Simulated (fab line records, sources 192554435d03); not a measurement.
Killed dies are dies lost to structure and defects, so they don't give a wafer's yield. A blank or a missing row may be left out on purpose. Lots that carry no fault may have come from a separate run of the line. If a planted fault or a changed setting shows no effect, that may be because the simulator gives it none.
Which tool is to blame? -- flow n5_finfet -- 8 lots, 24 wafers sampled, at 6 steps of a route of 1938

## WHAT THE GAUGES READ, wafer by wafer
N5_STI_FIN_REVEAL_FIN_H_MEAS_10.
lot,measured,on,trench_depth_nm (nm)
L643,day 4 19:00,ocd-02,57.6 57.6 58.3
L645,day 5 08:20,ocd-02,57.5 58.7 57.9
L646,day 5 13:13,ocd-01,51.7 52.2 52.5
L649,day 6 07:52,ocd-02,51.8 52.1 51.3
L650,day 6 15:33,ocd-01,52.0 52.3 51.7
L655,day 7 21:52,ocd-01,51.3 50.8 52.1
L656,day 8 03:35,ocd-02,51.6 51.6 51.0
L657,day 8 06:24,ocd-02,51.6 51.4 52.0

N5_STI_FIN_REVEAL_INSPECT_13: inspects for defects (darkfield).
lot,measured,on,raw_defect_count
L643,day 4 19:05,defect_inspect-01,17 8 30
L645,day 5 08:25,defect_inspect-01,6 10 4
L646,day 5 13:18,defect_inspect-02,15 14 14
L649,day 6 07:57,defect_inspect-01,12 21 7
L650,day 6 15:38,defect_inspect-02,14 6 12
L655,day 7 21:57,defect_inspect-01,10 10 19
L656,day 8 03:40,defect_inspect-01,8 12 7
L657,day 8 06:29,defect_inspect-02,15 4 15

N5_BEOL_M4_RC_MEAS_101.
lot,measured,on,DIBL_N (mV/V),DIBL_P (mV/V),IOFF_N (nA/um),IOFF_P (nA/um),ION_N (uA/um),ION_P (uA/um),SS_N (mV/dec),SS_P (mV/dec),VT_N (mV),VT_P (mV)
L643,day 10 14:46,prober-02,36.2 34.5 33.9,36.2 34.9 33.4,0.169 0.144 0.131,0.197 0.175 0.156,726 723 722,490 493 486,70.9 71.3 71.2,72.7 72.3 72.7,246.3 248.5 250.2,-251.8 -252.0 -254.2
L645,day 11 23:50,prober-01,33.3 33.7 33.5,33.6 34.4 33.6,0.135 0.131 0.128,0.177 0.179 0.171,713 708 720,492 497 493,71.2 71.9 71.2,73.1 72.9 73.2,251.2 250.6 253.9,-251.2 -251.0 -251.9
L646,day 11 01:29,prober-01,36.2 35.8 35.5,36.1 35.8 34.8,0.148 0.143 0.141,0.185 0.178 0.175,660 672 667,450 460 459,71.7 71.3 71.3,73.4 73.4 73.7,250.4 250.5 252.3,-254.4 -254.1 -250.3
L649,day 12 05:31,prober-01,38.6 38.7 38.4,36.3 37.7 36.6,0.179 0.189 0.187,0.204 0.214 0.213,673 679 678,459 462 456,72.2 71.7 72.4,73.7 73.7 74.0,247.4 246.5 247.7,-250.7 -251.5 -249.0
L650,day 12 05:37,prober-02,34.4 34.2 34.6,35.1 34.7 34.9,0.130 0.122 0.126,0.181 0.163 0.170,669 657 659,459 454 455,71.3 70.9 71.3,72.5 72.5 72.5,252.1 253.9 254.7,-254.1 -255.6 -256.3
L655,day 13 20:19,prober-01,37.1 37.5 37.0,36.6 37.4 37.1,0.175 0.194 0.192,0.236 0.260 0.255,681 680 692,469 468 478,71.5 71.4 70.6,73.4 74.0 73.7,250.5 246.3 244.7,-247.9 -245.3 -246.4
L656,day 14 04:25,prober-02,36.5 36.4 36.7,34.4 34.3 34.6,0.165 0.173 0.174,0.203 0.205 0.209,681 680 670,463 457 466,71.1 71.3 71.8,74.1 72.7 73.6,247.6 247.0 247.0,-251.2 -249.2 -248.4
L657,day 13 21:54,prober-01,35.5 36.2 35.4,34.8 35.3 34.3,0.152 0.175 0.147,0.199 0.220 0.200,663 669 670,452 461 460,72.0 72.1 71.0,72.9 72.5 72.5,249.4 246.1 251.8,-251.6 -247.8 -249.4

## WHAT TOOL EACH LOT RAN ON (gives the tool, then ch and the chambers of the sampled wafers, and finally the start)
lot,N5_STI_FIN_REVEAL_ETCHBACK_08,N5_STI_FIN_REVEAL_STRIP_24,N5_STI_FIN_REVEAL_ETCH_34
L643,"rie_diel-05 ch 0,2, day 4 16:01","rie_diel-05 ch 0,2, day 4 16:03","rie_si-03 ch 0,2, day 4 18:23"
L645,"rie_diel-05 ch 0,2,3, day 5 05:11","rie_diel-05 ch 0,2,3, day 5 05:13","rie_si-04 ch 0,1, day 5 07:38"
L646,"rie_diel-01 ch 0,1,3, day 5 10:16","rie_diel-01 ch 0,1,3, day 5 10:18","rie_si-06 ch 2,3, day 5 12:36"
L649,"rie_diel-01 ch 2,3, day 6 04:55","rie_diel-01 ch 2,3, day 6 04:57","rie_si-03 ch 2,3, day 6 07:16"
L650,"rie_diel-02 ch 0,1,2, day 6 12:35","rie_diel-02 ch 0,1,2, day 6 12:38","rie_si-03 ch 0,2,3, day 6 14:56"
L655,"rie_diel-05 ch 2,3, day 7 18:55","rie_diel-05 ch 2,3, day 7 18:57","rie_si-03 ch 0,1,3, day 7 21:15"
L656,"rie_diel-02 ch 1,2, day 8 00:38","rie_diel-02 ch 1,2, day 8 00:40","rie_si-04 ch 2,3, day 8 02:58"
L657,"rie_diel-05 ch 0,1,2, day 8 03:19","rie_diel-05 ch 0,1,2, day 8 03:22","rie_si-03 ch 2,3, day 8 05:44"
- N5_STI_FIN_REVEAL_ETCHBACK_08: etches SiO2 in C4F6/O2, target depth 30.5 nm, time 10.167 s.
- N5_STI_FIN_REVEAL_STRIP_24: strips in N2/H2, time 90 s.
- N5_STI_FIN_REVEAL_ETCH_34: etches Si in H2, material Si, target depth 0.97 nm.

## WHAT THE TOOLS THEMSELVES READ (means of the sampled wafers that have a number; where no wafer has one, the mark that the record gives instead)
N5_STI_FIN_REVEAL_ETCHBACK_08.
lot,tool,drypump_motor_current_A (A),mfc_ar_sccm (sccm),oes_ar_750_au (a.u.),oes_f_703_au (a.u.),oes_product_au (a.u.),rf_vpp_V (V),showerhead_plenum_p_Torr (Torr),throttle_valve_pct (%)
L643,rie_diel-05,5.4,300.2,0.73,0.72,0.72,669,2.80,21.15
L645,rie_diel-05,5.6,300.5,0.73,0.72,0.73,668,2.76,21.10
L646,rie_diel-01,5.8,299.5,0.77,0.77,0.77,672,2.85,21.42
L649,rie_diel-01,5.3,299.5,0.76,0.76,0.76,671,2.89,21.24
L650,rie_diel-02,6.2,300.8,0.74,0.75,0.74,669,2.91,21.43
L655,rie_diel-05,5.6,299.2,0.71,0.71,0.73,665,2.72,21.08
L656,rie_diel-02,6.1,299.4,0.79,0.78,0.78,666,2.97,21.41
L657,rie_diel-05,5.3,300.6,0.76,0.76,0.75,668,2.76,21.07

N5_STI_FIN_REVEAL_STRIP_24.
lot,tool,drypump_motor_current_A (A),oes_product_au (a.u.),rf_vpp_V (V),showerhead_plenum_p_Torr (Torr),temp_c (C),throttle_valve_pct (%)
L643,rie_diel-05,5.5,0.73,44.2,3.31,40.15,12.29
L645,rie_diel-05,5.5,0.73,44.9,3.28,40.01,12.21
L646,rie_diel-01,5.7,0.77,45.6,3.38,39.96,12.44
L649,rie_diel-01,5.3,0.75,45.4,3.43,40.02,12.31
L650,rie_diel-02,6.2,0.74,44.3,3.46,39.96,12.49
L655,rie_diel-05,5.6,0.72,45.4,3.24,39.96,12.19
L656,rie_diel-02,6.1,0.79,45.7,3.53,39.98,12.42
L657,rie_diel-05,5.4,0.75,45.2,3.29,39.97,12.21

N5_STI_FIN_REVEAL_ETCH_34.
lot,tool,drypump_motor_current_A (A),oes_product_au (a.u.),temp_c (C),throttle_valve_pct (%)
L643,rie_si-03,5.9,1.024,19.99,25.7
L645,rie_si-04,5.2,1.008,19.89,25.8
L646,rie_si-06,5.9,1.016,19.83,25.6
L649,rie_si-03,6.2,1.015,20.08,25.5
L650,rie_si-03,6.0,1.017,19.96,25.8
L655,rie_si-03,5.8,0.998,19.90,26.1
L656,rie_si-04,5.8,0.986,20.07,26.0
L657,rie_si-03,6.2,1.008,19.97,25.6

## THE ANSWER, worked out from the rows above alone
Rule: the lots themselves supply what counts as usual. The widest of any qualifying gaps counts: lots, ordered by their means at a reading, are off when they make up no more than a third of the lots, leave a main group of 4 or more, and stand apart from it by 3 or more times the standard deviation of that group's means. A main group is skipped when, at the precision printed for the reading in the tables above, its means are all equal. Also off: a lot with no number at a reading for which 4 or more lots have one. Any other lot the step has rows for is counted as sound. Order of review: gauges by route order, followed by the tools' own readings, for which a lot's mean as printed above is used. At the first step where some lot is off, the reading lying furthest off is the one used; lots without a number count as furthest.
Off: L643, L645, at N5_STI_FIN_REVEAL_FIN_H_MEAS_10 (trench_depth_nm). The main group has a mean of 51.7 nm with a standard deviation of 0.28.
If a tool, at a process step before that reading, ran all the lots that are off and no sound lot after the first of them, it fits. The gauges at N5_STI_FIN_REVEAL_FIN_H_MEAS_10 aren't tried: what is off there is off at N5_BEOL_M4_RC_MEAS_101 too, on other tools, and a gauge's error can't cause that. No candidate that was tried fits.

## WHAT WAS PUT IN BY THE SIMULATOR
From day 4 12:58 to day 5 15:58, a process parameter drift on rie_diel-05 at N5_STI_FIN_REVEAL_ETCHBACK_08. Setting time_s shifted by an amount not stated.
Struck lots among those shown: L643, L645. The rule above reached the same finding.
